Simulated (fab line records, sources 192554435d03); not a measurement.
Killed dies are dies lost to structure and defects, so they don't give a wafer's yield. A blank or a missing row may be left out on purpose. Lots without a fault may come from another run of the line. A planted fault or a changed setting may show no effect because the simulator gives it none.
Problem report in the 8D (eight disciplines) form, filled by code | flow n5_finfet | the parts of the form that need people (team, actions taken, sign-off) are left out

1. THE PROBLEM
trench_depth_nm at N5_BEOL_M13_OCD_MEAS_35 reads a mean of 368 nm on 3 wafers of 3 lots; wafers without a fault read 415 nm with a standard deviation of 6.6. That is -7.1 standard deviations from the usual mean.
First seen on wafer L921.1, day 13 18:53, on ocd-02. The record holds 19 wafers of 8 lots with a number at this step. Rule for "out", or "out of limits": more than 4 standard deviations from the usual mean. The other wafers with a number count as sound.

2. WHAT IT IS AND WHAT IT IS NOT
question                    | is                     | is not
which readings at this step | trench_depth_nm        | -
which lots                  | L921, L925, L926       | L911, L912, L916, L919, L930
which wafers of those lots  | L921.1, L925.5, L926.5 | L921.4, L925.4, L926.2
read on which gauges        | ocd-01, ocd-02         | -
when                        | from day 13 18:53      | up to then (9 sound wafers); but 7 sound wafers of L919, L925, L926, L930 came after

3. SUSPECTS, AND WHAT RULES EACH OUT
Counting: a tool at a process step up to the reading stays a suspect if it ran every lot that is out. Sound lots after the first of them don't rule it out here, since some wafers of a struck lot are sound.
- the gauge at N5_BEOL_M13_OCD_MEAS_35: ruled out. The wafers that are out were read on 2 gauges (ocd-01, ocd-02).
- rie_diel-04 at N5_BEOL_M13_TRENCH_ETCH_34 (etches SiOC in C4F8/O2/Ar, target depth 413.47 nm, time 162.6 s): kept. It ran every lot that is out, first L921 (day 13 18:42); its last sound lot up to then is L916 (day 12 06:54).
Left after counting: rie_diel-04 at N5_BEOL_M13_TRENCH_ETCH_34.

4. THE CAUSE (what the simulator had put in)
Process parameter drift: rie_diel-04, from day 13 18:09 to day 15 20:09, at N5_BEOL_M13_TRENCH_ETCH_34. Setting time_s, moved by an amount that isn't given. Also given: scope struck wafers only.
Counting left only this tool.

5. THE CHAIN OF EFFECTS, in route order
Each row: a reading whose mean over the struck wafers that have a number lies more than 3 standard deviations from the usual. Only readings for which the record gives a usual standard deviation are gone through. hours: the time from each lot's start at the first step in this table that gives one to its start at this step, as a median over the lots. sigmas: the change in usual standard deviations.
hours | step                    | reading           | usual         | on struck wafers | change  | sigmas
0     | N5_BEOL_M13_OCD_MEAS_35 | trench_depth_nm   | 415 nm        | 368              | -47     | -7.1
4     | N5_BEOL_M13_THK_MEAS_50 | M13_THK           | 442 nm        | 392              | -50     | -6.2
4     | N5_BEOL_M13_RS_MEAS_54  | M13_RS            | 0.0448 ohm/sq | 0.0505           | +0.0057 | +7.9
17    | N5_BEOL_M15_RC_MEAS_101 | SERP_M13          | 0.308 ohm/um  | 0.353            | +0.045  | +5.8
17    | N5_BEOL_M15_RC_MEAS_101 | SERP_M13_max_site | 0.311 ohm/um  | 0.356            | +0.045  | +5.6

6. WHAT WOULD HAVE CAUGHT IT SOONER
In this record the first reading out of limits at a measuring or inspecting step was taken at day 13 18:53, 1 hour after the fault began at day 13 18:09.
Of the tool readings at N5_BEOL_M13_TRENCH_ETCH_34 for which the record gives a usual standard deviation, none was out on any struck wafer, so an alarm limit of 4 standard deviations on them would not have fired.
Of the lots that are out (3), L925, L926 began N5_BEOL_M13_TRENCH_ETCH_34 on rie_diel-04 after day 13 18:53. A hold on the tool at that time would have spared those 2.
